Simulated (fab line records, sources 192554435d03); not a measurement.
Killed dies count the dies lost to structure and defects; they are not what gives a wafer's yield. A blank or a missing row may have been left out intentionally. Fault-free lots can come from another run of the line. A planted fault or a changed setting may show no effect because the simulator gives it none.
Split-lot study | flow n5_finfet | 7 lots, 21 wafers read, on a route of 1938 steps

== SPLIT DETAILS ==
At N5_BEOL_M3_COAT_22 (resist thk 30 nm), the setting spin_rpm was moved away from the recipe's 1500 rpm on 8 of the 21 wafers read, by -8.5% to +8.7%. All remaining wafers had this setting at the recipe value.

== FROM THE SPLIT TO THE READING: what the file shows between them, 2 steps ==
- N5_BEOL_M3_EBR_24
- N5_BEOL_M3_SOFTBAKE_23: time 60 s

== THE READING ==
CAR-EUV_of_BEOL_M3_COAT_22.thk_nm (the simulator's own value, which no gauge read), in nm, at N5_BEOL_M3_DESCUM_33 (chemistry O2, time 7 s). The file gives no usual value for it. Average 26.1 nm, standard deviation 0.12 nm, over the 13 wafers here run with the recipe.

wafer  | tool, chamber at the split | spin_rpm as run, rpm | against the recipe | CAR-EUV_of_BEOL_M3_COAT_22.thk_nm, nm | against lot-mates on the recipe
L074.3 | litho_track-03, 0          | 1500                 | recipe             | 26.2                                  | -
L074.5 | litho_track-03, 0          | 1500                 | recipe             | 26.2                                  | -
L074.6 | litho_track-03, 0          | 1500                 | recipe             | 26.2                                  | -
L079.1 | litho_track-02, 0          | 1500                 | recipe             | 26.2                                  | -
L079.2 | litho_track-02, 0          | 1500                 | recipe             | 26.2                                  | -
L079.4 | litho_track-02, 0          | 1500                 | recipe             | 26.2                                  | -
L081.2 | litho_track-05, 0          | 1500                 | recipe             | 26.2                                  | -
L081.6 | litho_track-05, 0          | 1500                 | recipe             | 26.2                                  | -
L081.4 | litho_track-05, 0          | 1500                 | recipe             | 26                                    | -
L082.2 | litho_track-05, 0          | 1500                 | recipe             | 26                                    | -
L082.6 | litho_track-05, 0          | 1500                 | recipe             | 26                                    | -
L082.3 | litho_track-05, 0          | 1381                 | -7.9%              | 27.2                                  | +1.2
L084.2 | litho_track-02, 0          | 1500                 | recipe             | 25.8                                  | -
L084.4 | litho_track-02, 0          | 1444                 | -3.7%              | 26.4                                  | +0.6
L084.5 | litho_track-02, 0          | 1444                 | -3.7%              | 26.4                                  | +0.6
L086.2 | litho_track-02, 0          | 1373                 | -8.5%              | 27.4                                  | no lot-mate on the recipe
L086.4 | litho_track-02, 0          | 1373                 | -8.5%              | 27.4                                  | no lot-mate on the recipe
L086.6 | litho_track-02, 0          | 1373                 | -8.5%              | 27.4                                  | no lot-mate on the recipe
L096.1 | litho_track-03, 0          | 1630                 | +8.7%              | 25                                    | -1.2
L096.4 | litho_track-03, 0          | 1500                 | recipe             | 26.2                                  | -
L096.5 | litho_track-03, 0          | 1630                 | +8.7%              | 24.8                                  | -1.4

THE FIT
A straight line over all 21 wafers: CAR-EUV_of_BEOL_M3_COAT_22.thk_nm changes by -0.142 nm for each +1% of spin_rpm; r = -0.98; the points scatter about the line by 0.14 nm.
The same after taking each lot's own level away (the mean of its wafers on the recipe; 18 wafers): -0.152 nm for each +1%; r = -1.00; scatter 0.055 nm.
On that fit, the largest move of spin_rpm shifts the reading by 1.3 nm.
The lots' own levels span 25.80 to 26.20 nm, that is 3.2 times the standard deviation above.
So the lot-to-lot level changes the slope little: the two slopes agree.
Check: -1.37 nm against its lot-mates is what the line predicts for one of the wafers moved furthest among these (+8.7%) when that wafer is left out of the fit. It came out at -1.2 nm against them.

== FURTHER SPLITS ON THESE WAFERS ==
Note: prior to the reading, these wafers also went through further splits. Each is held against what the fit with the lots' levels taken away leaves over:
other split on the same wafers | wafers away from the commonest value | r with CAR-EUV_of_BEOL_M3_COAT_22.thk_nm (lot level and that fit taken away)
N5_BEOL_M2_EXPOSE_08 dose_mj   | 7                                    | +0.07

== THE WHOLE CHAIN: every reading that the file lists as answering this split, in the file's order ==
step                 | what it does           | reading                                                                            | change (the file's fit)               | r (the file's)
N5_BEOL_M3_COAT_22   | resist thk 30 nm       | CAR-EUV_of_BEOL_M3_COAT_22.thk_nm (the simulator's own value, which no gauge read) | -0.157 nm for each +1% of the setting | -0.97
N5_BEOL_M3_DESCUM_33 | chemistry O2, time 7 s | CAR-EUV_of_BEOL_M3_COAT_22.thk_nm (the simulator's own value, which no gauge read) | -0.152 nm for each +1% of the setting | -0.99

== FILE'S OWN FIT ==
CAR-EUV_of_BEOL_M3_COAT_22.thk_nm changes by -0.152 nm for each +1% of spin_rpm, r = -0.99.
